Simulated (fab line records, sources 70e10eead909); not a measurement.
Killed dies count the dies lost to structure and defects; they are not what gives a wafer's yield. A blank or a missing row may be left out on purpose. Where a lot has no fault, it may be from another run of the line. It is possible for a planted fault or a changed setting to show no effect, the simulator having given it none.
fab line records | flow nandHarc
record: lots: 14 wafers: 42 lastDay: 24
route steps=1159 shown A_ONON_D1@442 A_BONDPAD@1061 THIN_TSV@1124 END@1159
lots that met no fault: from a run of the same line without faults
startH: hours from the record's first day to the start of the lot's first wafer shown | waitH: hours since the lot's step before | " unchanged from the row above | L1.1+2: one row covering several wafers at once | - no value, or no start was given | * or withheld: withheld | < > ~ a bound
route shown NAME@n: names a module that has steps shown in the file, with the first one's number in the route | usual: mean and standard deviation over wafers with no fault | same: alike in all rows | chamber/n: place in a boat | sites: readings site by site | _std_site: standard deviation of those values | _edge_site: the outer-site mean with the inner-site mean subtracted | radiusMm: how far each site lies from the wafer's centre | mask NAME#n: copy n | behind: tool/chamber where the wafer was last shaped | hold: why the lot went on hold/how many hours it stayed there/how the hold came to an end | device: which transistor (n, p or np) failed to switch | end of line: tests of these same wafers at the route's end | step lacking rows: just its recipe | killed: count of dies lost to structure and defects at first sort (not the wafer's yield) | map: shows each die of a wafer: x if killed, . if not, _ if none is there
set.NAME: the setting that was run; set.NAME@STEP: the one run at that earlier step | model.NAME: the simulator's own value behind a step, which no gauge read
one table for each step of the route and one row for each wafer, over a sample of lots
services: when a tool's chamber went out of use (startH, in hours from the record's first day, below 0 if earlier), for how many hours, and the reason
== steps ==
step: NHARC_A_ONON_D1_DEP_25
recipe: targetThkA: 10000 n2FlowSccm: 2750 n2oFlowSccm: 2000 nh3FlowSccm: 500 sih4FlowSccm: 210 tempC: 400
columns lot.wafer tool chamber startH waitH
L533.2+4+6 pecvdOnon-02 0 171.97 0.1
L535.4+5+6 pecvdOnon-03 0 172.08 0.2
L534.1+2+6 pecvdOnon-02 0 177.71 0.1
L537.2+4+5 pecvdOnon-03 0 190.44 0.1
L538.4+5+6 pecvdOnon-02 0 201.25 0.4
L539.4+5+6 pecvdOnon-03 0 201.25 0.4
L542.1+2+3 pecvdOnon-03 0 225.96 0.1
L543.1+2+3 pecvdOnon-01 0 225.97 0.1
L544.1+2+5 pecvdOnon-03 0 235.18 0.1
L551.1+3+5 pecvdOnon-02 0 276.60 0.1
L553.2+4+5 pecvdOnon-01 0 289.67 0.1
L552.2+3+6 pecvdOnon-02 0 289.71 0.1
L554.1+4+5 pecvdOnon-03 0 292.96 0.1
L555.2+4+5 pecvdOnon-03 0 296.50 0.1
step: NHARC_A_BONDPAD_THK_MEAS_30
recipe: thkMeasGauge: ellipsometry
usual: thkNm: 199.5/1.4
columns lot.wafer tool chamber startH waitH thkNm
L535.4 filmMetro-02 - 419.05 0.2 200.9
L535.5 " - " " 201.0
L535.6 " - " " 200.1
L533.2 filmMetro-02 - 421.12 0.2 202.7
L533.4 " - " " 199.8
L533.6 " - " " 199.6
L534.1 filmMetro-01 - 424.42 0.1 198.0
L534.2 " - " " 197.7
L534.6 " - " " 199.3
L537.2 filmMetro-01 - 426.25 0.2 199.0
L537.4 " - " " 199.3
L537.5 " - " " 197.8
L538.4 filmMetro-02 - 437.42 0.2 198.2
L538.5 " - " " 199.4
L538.6 " - " " 197.1
L539.4 filmMetro-01 - 440.15 0.2 199.5
L539.5 " - " " 196.3
L539.6 " - " " 200.0
L543.1 filmMetro-02 - 461.53 0.2 198.5
L543.2 " - " " 199.0
L543.3 " - " " 199.9
L542.1 filmMetro-02 - 462.20 0.2 201.3
L542.2 " - " " 200.1
L542.3 " - " " 199.0
L544.1 filmMetro-01 - 483.79 0.1 198.8
L544.2 " - " " 197.4
L544.5 " - " " 201.9
L551.1 filmMetro-01 - 511.94 0.2 199.7
L551.3 " - " " 199.4
L551.5 " - " " 200.1
L553.2 filmMetro-01 - 517.18 0.2 197.7
L553.4 " - " " 196.5
L553.5 " - " " 198.4
L552.2 filmMetro-02 - 517.69 0.2 198.1
L552.3 " - " " 199.3
L552.6 " - " " 199.0
L554.1 filmMetro-02 - 522.16 0.2 199.8
L554.4 " - " " 200.8
L554.5 " - " " 202.5
L555.2 filmMetro-02 - 534.48 0.2 197.2
L555.4 " - " " 197.2
L555.5 " - " " 195.7
step: NHARC_THIN_TSV_DEP_47
recipe: targetThkA: 2000 tempC: withheld pressureTorr: 6.5 rfW: 900 teosFlowSccm: 161.4 flowSccm: 2650 targetThkNm: 200 gas: O2 material: SiO2
usual: mfcPrecursorSccm: 161.4/0.46 throttleValvePct: 16.2/0.53
columns lot.wafer tool chamber startH waitH mfcPrecursorSccm throttleValvePct
L535.6 pecvd-03 2 439.29 - 161.3 16.2
L535.4 " 0 " " 161.6 16.5
L535.5 " 1 " " 161.2 16.3
L533.2 pecvd-03 2 440.51 - 161.3 16.1
L533.6 " 0 " " 161.1 16.5
L533.4 " 1 " " 162.4 16.7
L537.2 pecvd-04 1 447.37 - 161.4 16.2
L537.5 " 2 " " 161.6 16.8
L537.4 " 1 " " 161.4 15.8
L534.2 pecvd-03 0 448.59 - 160.4 16.7
L534.1 " 2 " " 162.1 16.1
L534.6 " 2 " " 161.6 16.0
L538.4 pecvd-03 0 456.00 - 161.0 16.5
L538.6 " 1 " " 161.4 16.8
L538.5 " 2 " " 162.2 16.0
L539.6 pecvd-03 0 457.09 - 161.3 16.7
L539.4 " 1 " " 160.4 16.9
L539.5 " 2 " " 161.1 16.3
L542.2 pecvd-02 1 479.31 - 161.0 15.8
L542.3 " 2 " " 161.2 15.6
L542.1 " 0 " " 161.5 16.9
L543.1 pecvd-02 0 480.70 - 161.4 16.8
L543.3 " 1 " " 160.9 15.6
L543.2 " 2 " " 161.4 15.6
L544.1 pecvd-04 1 504.23 - 161.8 16.0
L544.2 " 2 " " 162.0 16.9
L544.5 " 0 " " 160.9 15.5
L551.1 pecvd-04 2 535.79 - 161.3 16.9
L551.3 " 0 " " 161.1 15.8
L551.5 " 2 " " 161.1 17.0
L552.3 pecvd-02 0 537.03 - 162.3 16.8
L552.2 " 1 " " 161.9 16.0
L552.6 " 2 " " 161.3 14.7
L553.2 pecvd-04 1 538.21 - 161.2 15.8
L553.5 " 1 " " 161.5 16.3
L553.4 " 2 " " 161.5 16.8
L554.1 pecvd-03 1 542.33 - 160.5 15.9
L554.4 " 0 " " 160.7 16.4
L554.5 " 1 " " 161.0 15.9
L555.2 pecvd-04 0 554.13 - 161.3 16.0
L555.4 " 2 " " 161.9 17.0
L555.5 " 1 " " 160.9 16.0
step: NHARC_THIN_TSV_DEGAS_53
recipe: tempC: 300 timeS: 60
usual: heaterPowerW: 482/56
columns lot.wafer tool chamber startH waitH heaterPowerW
L535.4 pvdSputter-02 - 442.35 0.1 495
L535.5 " - " " 463
L535.6 " - " " 491
L533.2 pvdSputter-01 - 443.42 0.1 393
L533.4 " - " " 411
L533.6 " - " " 403
L537.2 pvdSputter-03 - 450.26 0.1 585
L537.4 " - " " 518
L537.5 " - " " 442
L534.2 pvdSputter-03 - 451.77 0.1 507
L534.1 " - " " 578
L534.6 " - " " 428
L538.4 pvdSputter-01 - 459.02 0.1 576
L538.6 " - " " 395
L538.5 " - " " 397
L539.4 pvdSputter-02 - 459.91 0.1 496
L539.6 " - " " 505
L539.5 " - " " 455
L542.3 pvdSputter-02 - 482.23 0.1 507
L542.1 " - " " 497
L542.2 " - " " 459
L543.1 pvdSputter-03 - 483.64 0.1 544
L543.2 " - " " 510
L543.3 " - " " 537
L544.1 pvdSputter-02 - 507.10 0.1 494
L544.2 " - " " 510
L544.5 " - " " 506
L551.3 pvdSputter-01 - 538.77 0.1 480
L551.1 " - " " 384
L551.5 " - " " 409
L552.3 pvdSputter-03 - 540.28 0.1 410
L552.2 " - " " 531
L552.6 " - " " 547
L553.4 pvdSputter-02 - 541.15 0.1 502
L553.2 " - " " 499
L553.5 " - " " 446
L554.4 pvdSputter-01 - 546.01 0.1 398
L554.1 " - " " 574
L554.5 " - " " 408
L555.4 pvdSputter-01 - 557.37 0.1 516
L555.2 " - " " 394
L555.5 " - " " 562
step: NHARC_END_SORT_01
recipe: tempC: 25
usual: killedAtArray: 27/8.8 killedAtOther: 0.4/0.82 killedAtPeriphery: 3.1/2.1 killedDies: 31/8.8 killedOpen: 3.3/2 killedShort: 2.0/1.4
same: grossDies: 677
columns lot.wafer tool chamber startH waitH killedAtArray killedAtOther killedAtPeriphery killedDies killedOpen killedShort
L542.1 prober-01 0 497.92 2.5 84 0 4 88 4 2
L542.2 prober-01 0 498.72 2.8 85 0 7 92 2 0
L542.3 prober-01 0 499.52 3.1 80 0 3 83 1 1
L544.1 prober-02 0 517.07 2.5 78 0 5 83 2 3
L544.2 prober-02 0 517.87 2.8 89 0 2 91 1 0
L544.5 prober-02 0 520.29 3.7 89 0 4 93 9 1
killed by level:class
L542.1 A_ONON_D1:unspecified=71 P_BONDPAD:chamberFilmFlake=4 A_CHANNEL_HOLE_D1:chamberFilmFlake=4 A_CONTACT:chamberFilmFlake=2 A_ONON_D1:geometricParticle:short=1 A_ONON_D1:geometricParticle:open=1 A_CHANNEL_FILL_D1:geometricParticle:open=1 A_WL_FILL:geometricParticle:short=1
L542.2 A_ONON_D1:unspecified=70 P_BONDPAD:chamberFilmFlake=5 A_CONTACT:chamberFilmFlake=5 A_CHANNEL_HOLE_D1:chamberFilmFlake=4 A_STAIRCASE:chamberFilmFlake=4 P_M0:geometricParticle:open=1 A_WL_FILL:geometricParticle:open=1 P_CONTACT:chamberFilmFlake=1
L542.3 A_ONON_D1:unspecified=68 A_CONTACT:chamberFilmFlake=6 P_BONDPAD:chamberFilmFlake=3 A_CHANNEL_HOLE_D1:chamberFilmFlake=3 A_CHANNEL_HOLE_D1:geometricParticle:open=1 A_CONTACT:geometricParticle:short=1 A_STAIRCASE:chamberFilmFlake=1
L544.1 A_ONON_D1:unspecified=69 P_GATE:chamberFilmFlake=2 A_CHANNEL_HOLE_D1:chamberFilmFlake=2 P_M1:geometricParticle:short=1 A_CHANNEL_FILL_D1:geometricParticle:short=1 A_SGD_CUT:geometricParticle:short=1 A_CONTACT:geometricParticle:open=1 A_BLC:geometricParticle:open=1
L544.2 A_ONON_D1:unspecified=72 A_CHANNEL_HOLE_D1:chamberFilmFlake=5 A_WL_FILL:chamberFilmFlake=4 A_CONTACT:chamberFilmFlake=4 A_STAIRCASE:chamberFilmFlake=2 A_CONTACT:geometricParticle:open=1 P_STI:chamberFilmFlake=1 P_GATE:chamberFilmFlake=1
L544.5 A_ONON_D1:unspecified=71 A_CHANNEL_HOLE_D1:chamberFilmFlake=4 A_STAIRCASE:chamberFilmFlake=3 A_CONTACT:geometricParticle:open=2 A_BLC:geometricParticle:open=2 A_WL_FILL:chamberFilmFlake=2 P_CONTACT:geometricParticle:open=1 P_M0:geometricParticle:open=1
== services ==
columns tool chamber startH hours kind
pecvdOnon-03 - 153.11 13.0 pm
pvdSputter-01 - 158.00 10.0 pm
pvdSputter-02 - 188.30 6.9 repair
pecvd-04 - 195.00 13.0 pm
pvdSputter-02 - 215.37 10.0 pm
pecvd-04 - 227.01 1.1 repair
pecvd-04 0 239.39 10.8 repair
pecvdOnon-03 - 246.56 2.9 repair
pvdSputter-02 - 264.79 1.0 repair
pecvdOnon-03 - 286.80 1.2 repair
pecvdOnon-02 - 292.00 13.0 pm
pecvd-03 - 292.37 13.0 pm
pecvdOnon-03 - 334.11 13.0 pm
pvdSputter-01 - 336.00 10.0 pm
pecvd-04 - 376.24 13.0 pm
pvdSputter-02 - 393.37 10.0 pm
pvdSputter-02 - 443.94 0.5 repair
pecvdOnon-02 - 473.00 13.0 pm
pecvd-03 - 473.37 13.0 pm
pvdSputter-01 - 475.46 8.3 repair
pecvd-04 - 478.30 5.0 repair
pecvd-03 - 487.46 0.3 repair
pvdSputter-02 - 507.99 11.2 repair
pecvdOnon-03 - 515.11 13.0 pm
== key ==
firstSign: step: NHARC_END_SORT_01 reading: killedDies direction: up sigmas: 6.5 usual: 31 struck: 88
effect: step: NHARC_END_SORT_01 reading: killedAtArray direction: up sigmas: 6.4 usual: 27 struck: 84
moreKillsBornAt: NHARC_A_ONON_D1_DEP_25@pecvdOnon-03: 421
metAt NHARC_A_ONON_D1_DEP_25
struckLots L542,L544
testerLeftOut L542,L544
notActingAt NHARC_A_BONDPAD_THK_MEAS_30,NHARC_THIN_TSV_DEP_47,NHARC_THIN_TSV_DEGAS_53
onsetBetween 201.25 225.96
fault: kind: chamberParticleSource tool: pecvdOnon-03 chamber: - onsetH: 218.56 steps: NHARC_A_ONON_D1_DEP_25 ratePerVisitCm2: 0.93674 endH: 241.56
testerLeftOut: of these lots the tester's yield and bins aren't shown, on N5 and GAA mostly nor the transistor test; their killed dies are dies lost to structure and defects alone, not to doping, threshold or leakage, so they don't give the yield
